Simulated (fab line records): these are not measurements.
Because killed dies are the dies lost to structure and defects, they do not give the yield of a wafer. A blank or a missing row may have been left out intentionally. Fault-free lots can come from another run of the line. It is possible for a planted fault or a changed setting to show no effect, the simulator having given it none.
fab line records + flow nand_harc
[record]
- lots = 6
- wafers = 18
- last_day = 33
route steps=1302 shown P_GATE@202 P_CONTACT@217 END@1302
lots that met no fault: taken from a fault-free run of the same line
start_h: hours from the record's first day to the start of the lot's first wafer shown + wait_h: hours from the lot's prior step to this one + " same as the row above + L1.1+2: a row that stands for several wafers + - no value, or no start was given + * or withheld: withheld + < > ~ a bound
route shown NAME@n: names a module that has steps shown in the file, with the first one's number in the route + usual: mean and standard deviation over wafers with no fault + same: alike in all rows + chamber/n: place in a boat + sites: the reading at each site + _std_site: standard deviation across them + _edge_site: mean of outer sites minus mean of inner sites + radius_mm: how far each site lies from the wafer's centre + mask NAME#n: copy n + behind: the last tool/chamber to shape the wafer + hold: cause of the lot's hold/its duration in hours/its outcome + device: the transistor (n, p or np) that didn't switch + end of line: tests of these same wafers at the route's end + where a step has no rows: the recipe by itself + killed: not the wafer's yield, but the dies lost to structure and defects at the first sort + map: shows each die of a wafer: x if killed, . if not, _ if none is there
set.NAME: the setting the step ran with; set.NAME@STEP: the setting that earlier step ran with + model.NAME: the simulator's own value behind a step, which no gauge read
lots at some steps of the route; a table a step, a row a wafer
services: a tool's chamber out of use, with start hour (start_h, from the record's first day; less than 0 if before it), hours out, and reason
[[steps]]
[step NHARC_P_GATE_DESCUM_93]
[recipe]
- time_s = 3
- o2_flow_sccm = 200
- ar_flow_sccm = 0
- bias_power_w = 0
- chemistry = O2
[usual]
- drypump_motor_current_A = 6.1/0.52
- oes_product_au = 0.998/0.01
- rf_vpp_V = 57.8/0.91
- showerhead_plenum_p_Torr = 1.92/0.073
- throttle_valve_pct = 11.311/0.0088
| lot.wafer | tool        | chamber | start_h | wait_h | drypump_motor_current_A | oes_product_au | rf_hours_counter_h | rf_vpp_V | showerhead_plenum_p_Torr | throttle_valve_pct |
|-----------|-------------|---------|---------|--------|-------------------------|----------------|--------------------|----------|--------------------------|--------------------|
| L816.1    | rie_diel-08 | 0       | 156.91  | -      | 6.3                     | 1.006          | 8.6                | 56.9     | 1.87                     | 11.304             |
| L816.4    | "           | 1       | "       | "      | 5.4                     | 0.994          | 8.6                | 57.7     | 1.91                     | 11.305             |
| L816.5    | "           | 1       | "       | "      | 5.4                     | 0.987          | -                  | 57.7     | 1.91                     | 11.314             |
| L815.3    | rie_diel-08 | 1       | 157.35  | -      | 5.4                     | 0.985          | 8.6                | 59.2     | 1.91                     | 11.317             |
| L815.1    | "           | 3       | "       | "      | 6.6                     | 0.995          | 8.0                | 58.5     | 1.87                     | 11.319             |
| L815.4    | "           | 0       | "       | "      | 6.4                     | 0.994          | 8.6                | 56.3     | 1.87                     | 11.316             |
| L820.2    | rie_diel-08 | 1       | 200.24  | -      | 5.4                     | 0.994          | 0                  | 57.8     | 1.91                     | 11.316             |
| L820.3    | "           | 2       | "       | "      | 5.8                     | 0.997          | 0                  | 58.1     | 2.04                     | 11.306             |
| L820.5    | "           | 0       | "       | "      | 6.2                     | 0.994          | -                  | 57.7     | 1.87                     | 11.301             |
| L823.3    | rie_diel-08 | 2       | 239.95  | -      | 5.8                     | 0.992          | 3.0                | 57.1     | 2.04                     | 11.309             |
| L823.4    | "           | 1       | "       | "      | 5.4                     | 0.986          | 2.8                | 57.6     | 1.91                     | 11.301             |
| L823.6    | "           | 3       | "       | "      | 6.6                     | 1.008          | -                  | 60.1     | 1.86                     | 11.309             |
| L830.2    | rie_diel-08 | 2       | 303.95  | -      | 5.8                     | 0.997          | 6.6                | 56.8     | 2.04                     | 11.300             |
| L830.6    | "           | 3       | "       | "      | 6.6                     | 1.005          | -                  | 58.0     | 1.86                     | 11.306             |
| L830.5    | "           | 0       | "       | "      | 6.3                     | 0.993          | -                  | 57.6     | 1.87                     | 11.303             |
| L833.1    | rie_diel-01 | 0       | 331.06  | -      | 5.9                     | 0.991          | 5.6                | 57.5     | 1.81                     | 11.304             |
| L833.4    | "           | 1       | "       | "      | 5.4                     | 0.992          | -                  | 57.5     | 2.04                     | 11.316             |
| L833.5    | "           | 3       | "       | "      | 5.6                     | 1.013          | -                  | 57.6     | 1.98                     | 11.304             |
[step NHARC_P_GATE_IMPLANT_94]
[recipe]
- energy_kev = 60
- dose_cm2 = 2e+15
- tilt_deg = 7
[step NHARC_P_GATE_STRIP_113]
[recipe]
- power_w = 1500
- temp_c = 110
- time_s = 740
- chemistry = N2/H2
[step NHARC_P_GATE_STRIP_95]
[recipe]
- power_w = 1500
- temp_c = 250
- chemistry = O2
[step NHARC_P_GATE_STRIP_96]
[recipe]
- time_s = 900
- temp_c = 130
- chemistry = SPM
[step NHARC_P_GATE_RTA_64]
[recipe]
- temp_c = 1050
- time_s = 1
[step NHARC_P_GATE_ETCH_77]
[recipe]
- target_depth_a = 60
- chemistry = dHF
- material = SiO2
[step NHARC_P_GATE_DEGAS_109]
[recipe]
- temp_c = 300
- time_s = 60
[usual]
- heater_power_w = 478/47
| lot.wafer | tool           | chamber | start_h | wait_h | heater_power_w |
|-----------|----------------|---------|---------|--------|----------------|
| L816.4    | pvd_sputter-03 | -       | 158.87  | 0.1    | 415            |
| L816.1    | "              | -       | "       | "      | 547            |
| L816.5    | "              | -       | "       | "      | 459            |
| L815.3    | pvd_sputter-01 | -       | 159.47  | 0.1    | 549            |
| L815.1    | "              | -       | "       | "      | 354            |
| L815.4    | "              | -       | "       | "      | 424            |
| L820.2    | pvd_sputter-03 | -       | 202.17  | 0.1    | 436            |
| L820.3    | "              | -       | "       | "      | 527            |
| L820.5    | "              | -       | "       | "      | 587            |
| L823.4    | pvd_sputter-02 | -       | 241.92  | 0.1    | 453            |
| L823.3    | "              | -       | "       | "      | 475            |
| L823.6    | "              | -       | "       | "      | 441            |
| L830.2    | pvd_sputter-02 | -       | 305.89  | 0.1    | 437            |
| L830.5    | "              | -       | "       | "      | 504            |
| L830.6    | "              | -       | "       | "      | 460            |
| L833.1    | pvd_sputter-03 | -       | 333.08  | 0.1    | 446            |
| L833.4    | "              | -       | "       | "      | 455            |
| L833.5    | "              | -       | "       | "      | 523            |
[step NHARC_P_GATE_PRE_CLEAN_110]
[recipe]
- time_s = 30
- bias_v = 200
- gas = Ar
[step NHARC_P_GATE_SPUTTER_78]
[recipe]
- target_thk_a = 100
- material = Ni
[step NHARC_P_GATE_SPUTTER_79]
[recipe]
- target_thk_a = 100
- material = TiN
[step NHARC_P_GATE_RTA_80]
[recipe]
- temp_c = 300
- time_s = 30
[usual]
- lamp_power_pct = 2.08/0.075
- wafer_temp_C_max = 302.1/0.61
| lot.wafer | tool          | chamber | start_h | wait_h | lamp_power_pct | wafer_temp_C_max |
|-----------|---------------|---------|---------|--------|----------------|------------------|
| L816.1    | rtp_anneal-02 | 0       | 159.26  | -      | 2.03           | 303.3            |
| L816.4    | "             | 0       | "       | "      | 2.03           | 302.1            |
| L816.5    | "             | 0       | "       | "      | 2.03           | 302.3            |
| L815.1    | rtp_anneal-02 | 0       | 159.79  | -      | 2.04           | 301.6            |
| L815.3    | "             | 0       | "       | "      | 2.03           | 302.4            |
| L815.4    | "             | 0       | "       | "      | 2.04           | 302.6            |
| L820.2    | rtp_anneal-02 | 0       | 202.50  | -      | 2.03           | 302.2            |
| L820.3    | "             | 0       | "       | "      | 2.03           | 302.2            |
| L820.5    | "             | 0       | "       | "      | 2.03           | 302.2            |
| L823.3    | rtp_anneal-02 | 0       | 242.26  | -      | 2.03           | 302.2            |
| L823.4    | "             | 0       | "       | "      | 2.03           | 302.9            |
| L823.6    | "             | 0       | "       | "      | 2.03           | 301.7            |
| L830.2    | rtp_anneal-02 | 0       | 306.19  | -      | 2.03           | 303.1            |
| L830.5    | "             | 0       | "       | "      | 2.03           | 303.1            |
| L830.6    | "             | 0       | "       | "      | 2.03           | 302.1            |
| L833.1    | rtp_anneal-02 | 0       | 333.36  | -      | 2.03           | 302.2            |
| L833.4    | "             | 0       | "       | "      | 2.03           | 301.9            |
| L833.5    | "             | 0       | "       | "      | 2.03           | 303.1            |
[step NHARC_P_GATE_STRIP_67]
[recipe]
- time_s = 600
- temp_c = 130
- chemistry = SPM
[usual]
- temp_c = 129.99/0.14
| lot.wafer | tool         | chamber | start_h | wait_h | temp_c |
|-----------|--------------|---------|---------|--------|--------|
| L816.4    | wet_bench-09 | 5       | 159.47  | 0.1    | 129.91 |
| L816.1    | "            | 6       | "       | "      | 129.95 |
| L816.5    | "            | 1       | "       | "      | 130.19 |
| L815.4    | wet_bench-07 | 5       | 159.99  | 0.1    | 129.88 |
| L815.3    | "            | 6       | "       | "      | 129.82 |
| L815.1    | "            | 0       | "       | "      | 129.85 |
| L820.3    | wet_bench-07 | 1       | 202.68  | 0.1    | 129.72 |
| L820.2    | "            | 3       | "       | "      | 130.09 |
| L820.5    | "            | 4       | "       | "      | 129.89 |
| L823.6    | wet_bench-07 | 1       | 242.41  | 0.0    | 130.11 |
| L823.3    | "            | 3       | "       | "      | 130.18 |
| L823.4    | "            | 6       | "       | "      | 130.04 |
| L830.2    | wet_bench-02 | 0       | 306.37  | 0.1    | 130.07 |
| L830.6    | "            | 1       | "       | "      | 130.04 |
| L830.5    | "            | 3       | "       | "      | 130.20 |
| L833.1    | wet_bench-02 | 3       | 333.58  | 0.2    | 129.89 |
| L833.5    | "            | 4       | "       | "      | 130.17 |
| L833.4    | "            | 5       | "       | "      | 130.07 |
[step NHARC_P_GATE_RTA_82]
[recipe]
- temp_c = 450
- time_s = 30
[usual]
- lamp_power_pct = 4.20/0.16
- wafer_temp_C_max = 452.8/0.89
| lot.wafer | tool          | chamber | start_h | wait_h | lamp_power_pct | wafer_temp_C_max |
|-----------|---------------|---------|---------|--------|----------------|------------------|
| L816.1    | rtp_anneal-01 | 0       | 159.74  | -      | 4.32           | 452.4            |
| L816.4    | "             | 0       | "       | "      | 4.32           | 452.2            |
| L816.5    | "             | 0       | "       | "      | 4.32           | 451.9            |
| L815.1    | rtp_anneal-01 | 0       | 160.25  | -      | 4.32           | 451.8            |
| L815.3    | "             | 0       | "       | "      | 4.31           | 452.2            |
| L815.4    | "             | 0       | "       | "      | 4.31           | 452.1            |
| L820.2    | rtp_anneal-01 | 0       | 202.96  | -      | 4.32           | 452.1            |
| L820.3    | "             | 0       | "       | "      | 4.32           | 452.1            |
| L820.5    | "             | 0       | "       | "      | 4.32           | 452.8            |
| L823.3    | rtp_anneal-01 | 0       | 242.73  | -      | 4.32           | 452.6            |
| L823.4    | "             | 0       | "       | "      | 4.32           | 452.3            |
| L823.6    | "             | 0       | "       | "      | 4.32           | 452.1            |
| L830.2    | rtp_anneal-01 | 0       | 306.65  | -      | 4.32           | 452.0            |
| L830.5    | "             | 0       | "       | "      | 4.32           | 452.2            |
| L830.6    | "             | 0       | "       | "      | 4.32           | 452.7            |
| L833.1    | rtp_anneal-01 | 0       | 333.83  | -      | 4.32           | 454.1            |
| L833.4    | "             | 0       | "       | "      | 4.32           | 452.7            |
| L833.5    | "             | 0       | "       | "      | 4.32           | 452.2            |
[step NHARC_P_GATE_INSPECT_68]
[usual]
- raw_defect_count = 185/72
| lot.wafer | tool              | chamber | start_h | wait_h | raw_defect_count |
|-----------|-------------------|---------|---------|--------|------------------|
| L816.1    | defect_inspect-02 | -       | 160.10  | 0.3    | 290              |
| L816.4    | "                 | -       | "       | "      | 485              |
| L816.5    | "                 | -       | "       | "      | 297              |
| L815.1    | defect_inspect-01 | -       | 160.63  | 0.3    | 186              |
| L815.3    | "                 | -       | "       | "      | 213              |
| L815.4    | "                 | -       | "       | "      | 199              |
| L820.2    | defect_inspect-02 | -       | 203.13  | 0.1    | 146              |
| L820.3    | "                 | -       | "       | "      | 1298             |
| L820.5    | "                 | -       | "       | "      | 203              |
| L823.3    | defect_inspect-02 | -       | 242.87  | 0.1    | 110              |
| L823.4    | "                 | -       | "       | "      | 183              |
| L823.6    | "                 | -       | "       | "      | 1307             |
| L830.2    | defect_inspect-02 | -       | 306.83  | 0.1    | 158              |
| L830.5    | "                 | -       | "       | "      | 161              |
| L830.6    | "                 | -       | "       | "      | 121              |
| L833.1    | defect_inspect-01 | -       | 334.03  | 0.2    | 254              |
| L833.4    | "                 | -       | "       | "      | 137              |
| L833.5    | "                 | -       | "       | "      | 127              |
[step NHARC_P_CONTACT_DEP_30]
[recipe]
- target_thk_a = 300
- temp_c = 400
- target_thk_nm = 30
- flow_sccm = 200
- rf_w = 450
- material = SiNx
[usual]
- heater_power_w = 673/130
| lot.wafer | tool     | chamber | start_h | wait_h | heater_power_w |
|-----------|----------|---------|---------|--------|----------------|
| L816.1    | pecvd-02 | 0       | 160.21  | 0.1    | 647            |
| L816.5    | "        | 0       | "       | "      | 626            |
| L816.4    | "        | 1       | "       | "      | 887            |
| L815.3    | pecvd-04 | 0       | 160.73  | 0.1    | 683            |
| L815.1    | "        | 1       | "       | "      | 676            |
| L815.4    | "        | 1       | "       | "      | 665            |
| L820.2    | pecvd-04 | 1       | 203.20  | 0.1    | 610            |
| L820.3    | "        | 2       | "       | "      | 475            |
| L820.5    | "        | 1       | "       | "      | 616            |
| L823.3    | pecvd-02 | 0       | 242.93  | 0.1    | 603            |
| L823.4    | "        | 0       | "       | "      | 600            |
| L823.6    | "        | 2       | "       | "      | 582            |
| L830.2    | pecvd-04 | 0       | 306.93  | 0.1    | 805            |
| L830.6    | "        | 2       | "       | "      | 506            |
| L830.5    | "        | 0       | "       | "      | 777            |
| L833.1    | pecvd-03 | 1       | 334.09  | 0.1    | 602            |
| L833.5    | "        | 1       | "       | "      | 586            |
| L833.4    | "        | 2       | "       | "      | 825            |
[step NHARC_END_SORT_01]
[recipe]
- temp_c = 25
[usual]
- killed_at_array = 61/20
- killed_at_other = 0.9/1.1
- killed_at_periphery = 3.7/2.5
- killed_dies = 65/21
- killed_open = 3.3/1.8
- killed_short = 2.3/1.5
[same]
- gross_dies = 677
| lot.wafer | tool      | chamber | start_h | wait_h | killed_at_array | killed_at_other | killed_at_periphery | killed_dies | killed_open | killed_short |
|-----------|-----------|---------|---------|--------|-----------------|-----------------|---------------------|-------------|-------------|--------------|
| L820.3    | prober-02 | 0       | 645.72  | 3.1    | 75              | 0               | 47                  | 122         | 3           | 3            |
| L823.6    | prober-01 | 0       | 694.02  | 4.0    | 25              | 1               | 56                  | 82          | 1           | 2            |
// killed by level:class
L820.3 P_GATE:unspecified=44 A_CHANNEL_HOLE_D1:chamber_film_flake=35 A_CHANNEL_HOLE_D2:chamber_film_flake=13 A_SLIT:chamber_film_flake=13 A_STAIRCASE:chamber_film_flake=4 P_M2:chamber_film_flake=3 A_WL_FILL:chamber_film_flake=2 A_CHANNEL_HOLE_D1:geometric_particle:short=1
L823.6 P_GATE:unspecified=48 A_CHANNEL_HOLE_D1:chamber_film_flake=7 P_M1:chamber_film_flake=6 A_STAIRCASE:chamber_film_flake=3 A_SLIT:chamber_film_flake=3 A_WL_FILL:chamber_film_flake=3 A_CONTACT:chamber_film_flake=3 A_CHANNEL_FILL_D1:geometric_particle:short=1
// map L820.3 (x killed, . not)
____________.____________
_________......._________
_______..........._______
______.........x...______
_____xx............._____
____xx...x...........____
____xxx.x............____
___xxxxxxxx...........___
___xxxxxxxx...........___
__xxxx.x.xx............__
__xxxxxx.xx............__
_xxxxxxxxxxx....x......._
_xxxx.x.xxx.x..........._
_xxxxx.xxxx...x........._
_xxxxxxx...x............_
_x.x........x..........._
.x.x...............x.....
.........................
.....................x...
...............x.........
.........................
_x......................_
_......................._
_......................x_
_................x......_
_x......................_
__.....................__
__..x..................__
___..................x___
___........xx.x.......___
____.........xx......____
____....x..xxx.......____
_____.x....x..x....._____
______.....xxxx....______
_______..x.xxxxxx._______
_________xx.x.x._________
____________x____________
// map L823.6 (x killed, . not)
____________.____________
_________......._________
_______.x........._______
______...x.........______
_____..............._____
____xx...............____
____xx.x........x....____
___xxxx...............___
___xxxxx..............___
__xxxxx................__
__xxxxx................__
_xxxxx.xx..............._
_xxxxx.x...x............_
_xxxx.x................._
_xxxxx.x..............x._
_x.x...................._
....xx..x.............x..
...............x......x..
..........x..............
................xx..xx...
......................x..
_.........x............._
_.....x........x...xxx.._
_........x.....x........_
_....x..............x..._
_......................._
__.....................__
__.............x...x...__
___...................___
___...................___
____..........x......____
____.........x.......____
_____..............._____
______.............______
_______.....x....._______
_________......._________
____________.____________
[[services]]
| tool           | chamber | start_h | hours | kind   |
|----------------|---------|---------|-------|--------|
| pvd_sputter-02 | -       | 140.85  | 0.9   | repair |
| pvd_sputter-02 | -       | 147.57  | 3.4   | repair |
| wet_bench-07   | -       | 160.03  | 8.0   | pm     |
| pvd_sputter-03 | -       | 170.32  | 10.0  | pm     |
| pecvd-04       | 1       | 173.60  | 3.5   | repair |
| pvd_sputter-02 | -       | 175.56  | 22.0  | repair |
| wet_bench-09   | -       | 175.57  | 1.0   | repair |
| wet_bench-09   | -       | 176.80  | 8.0   | pm     |
| pvd_sputter-03 | -       | 181.85  | 3.1   | repair |
| rie_diel-08    | -       | 184.75  | 0.2   | repair |
| pecvd-03       | -       | 185.00  | 13.0  | pm     |
| pecvd-04       | -       | 185.20  | 0.5   | repair |
| rie_diel-08    | -       | 190.94  | 9.0   | pm     |
| pecvd-04       | -       | 198.43  | 3.1   | repair |
| rie_diel-01    | -       | 203.80  | 9.0   | pm     |
| pecvd-03       | 2       | 219.19  | 21.8  | repair |
| pecvd-02       | -       | 227.10  | 13.0  | pm     |
| wet_bench-02   | -       | 244.03  | 8.0   | pm     |
| rie_diel-08    | -       | 248.43  | 4.3   | repair |
| pecvd-04       | -       | 269.00  | 13.0  | pm     |
| pecvd-02       | -       | 280.28  | 0.9   | repair |
| pvd_sputter-02 | -       | 282.04  | 10.0  | pm     |
| rie_diel-08    | 0       | 295.66  | 2.7   | repair |
| rie_diel-08    | 1       | 308.39  | 10.7  | repair |
[[key]]
[first_sign]
- step = NHARC_P_GATE_INSPECT_68
- reading = raw_defect_count
- direction = up
- sigmas = 15
- usual = 185
- struck = 1302
[effect]
- step = NHARC_END_SORT_01
- reading = killed_at_periphery
- direction = up
- sigmas = 19
- usual = 3.7
- struck = 51.5
[more_kills_born_at]
- NHARC_P_GATE_STRIP_67@wet_bench-07 = 92
met_at NHARC_P_GATE_STRIP_67
struck_wafers L820.3,L823.6
tester_left_out L820,L823
[fault]
- kind = chamber_particle_source
- tool = wet_bench-07
- chamber = 1
- onset_h = 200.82
- steps = NHARC_P_GATE_STRIP_67
- rate_per_visit_cm2 = 1.753
- end_h = 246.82
// tester_left_out: of these lots the tester's yield and bins aren't shown, on N5 and GAA mostly nor the transistor test; their killed dies are dies lost to structure and defects alone, not to doping, threshold or leakage, so they don't give the yield
